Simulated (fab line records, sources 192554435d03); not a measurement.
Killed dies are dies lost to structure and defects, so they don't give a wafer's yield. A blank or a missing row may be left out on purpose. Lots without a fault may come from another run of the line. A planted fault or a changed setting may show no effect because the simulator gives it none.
Chamber matching | flow n5_finfet | N5_BEOL_M7_ETCH_62 on rie_diel-01: 4 sister chambers
The step etches SOC in N2/H2, target depth 110 nm, overetch 22 nm, time 165 s. 22 wafers are shown with their chamber, then 11 later ones without.

WAFERS WITH THEIR CHAMBER
wafer  | chamber | drypump_motor_current_A (A) | showerhead_plenum_p_Torr (Torr) | rf_vpp_V (V)
L074.1 | 2       | 5.1                         | 2.64                            | 528
L074.2 | 3       | 5.9                         | 2.51                            | 521
L074.3 | 1       | 6.4                         | 2.54                            | 523
L074.4 | 0       | 6.2                         | 2.40                            | 521
L074.5 | 2       | 5.1                         | 2.64                            | 527
L074.6 | 1       | 6.4                         | 2.54                            | 524
L084.1 | 2       | 5.1                         | 2.63                            | 526
L084.2 | 0       | 6.2                         | 2.39                            | 518
L084.4 | 0       | 6.2                         | 2.39                            | 521
L085.2 | 0       | 6.2                         | 2.39                            | 521
L085.3 | 1       | 6.4                         | 2.53                            | 523
L085.5 | 0       | 6.2                         | 2.39                            | 521
L086.1 | 2       | 5.1                         | 2.63                            | 527
L086.4 | 0       | 6.2                         | 2.39                            | 520
L086.6 | 1       | 6.4                         | 2.53                            | 523
L089.4 | 1       | 6.4                         | 2.53                            | 523
L089.5 | 3       | 5.9                         | 2.51                            | 522
L089.6 | 2       | 5.1                         | 2.63                            | 527
L092.1 | 2       | 5.1                         | 2.63                            | 525
L092.2 | 3       | 6.0                         | 2.50                            | 522
L092.3 | 1       | 6.4                         | 2.53                            | 523
L092.4 | 0       | 6.2                         | 2.39                            | 520

SIGNATURES (means of the wafers above)
reading                  | chamber 0 | chamber 1 | chamber 2 | chamber 3 | scatter within a chamber
drypump_motor_current_A  | 6.200     | 6.400     | 5.100     | 5.933     | 0.0192
showerhead_plenum_p_Torr | 2.3914    | 2.5333    | 2.6333    | 2.5067    | 0.00482
rf_vpp_V                 | 520.29    | 523.17    | 526.67    | 521.67    | 0.89
Rule: a wafer's distance from a chamber is the root of the sum, over the readings, of the square of ((its reading less the chamber's mean) divided by the reading's scatter). The wafer belongs to the nearest chamber; if the next one is less than 2 further off, it can't be placed. The scatter: the root of (the sum of the squares of (reading less its chamber's mean) over the shown wafers, divided by (wafers less chambers)).

WAFERS WITHOUT THEIR CHAMBER
wafer  | drypump_motor_current_A (A) | showerhead_plenum_p_Torr (Torr) | rf_vpp_V (V)
L092.5 | 6.3                         | 2.39                            | 519
L092.6 | 5.9                         | 2.50                            | 524
L094.1 | 6.2                         | 2.39                            | 519
L094.5 | 6.0                         | 2.50                            | 523
L094.6 | 6.2                         | 2.39                            | 520
L095.1 | 6.2                         | 2.38                            | 520
L095.2 | 5.9                         | 2.50                            | 523
L095.3 | 5.1                         | 2.62                            | 526
L095.4 | 6.4                         | 2.53                            | 524
L095.5 | 6.2                         | 2.38                            | 518
L095.6 | 5.9                         | 2.50                            | 523

WHICH CHAMBER EACH WENT THROUGH
wafer  | from the rows above | in truth
L092.5 | 0                   | 0
L092.6 | 3                   | 3
L094.1 | 0                   | 0
L094.5 | 3                   | 3
L094.6 | 0                   | 0
L095.1 | 0                   | 0
L095.2 | 3                   | 3
L095.3 | 2                   | 2
L095.4 | 1                   | 1
L095.5 | 0                   | 0
L095.6 | 3                   | 3
Placed correctly: 11 of 11. Can't be placed from these rows: 0. Placed wrongly: 0.
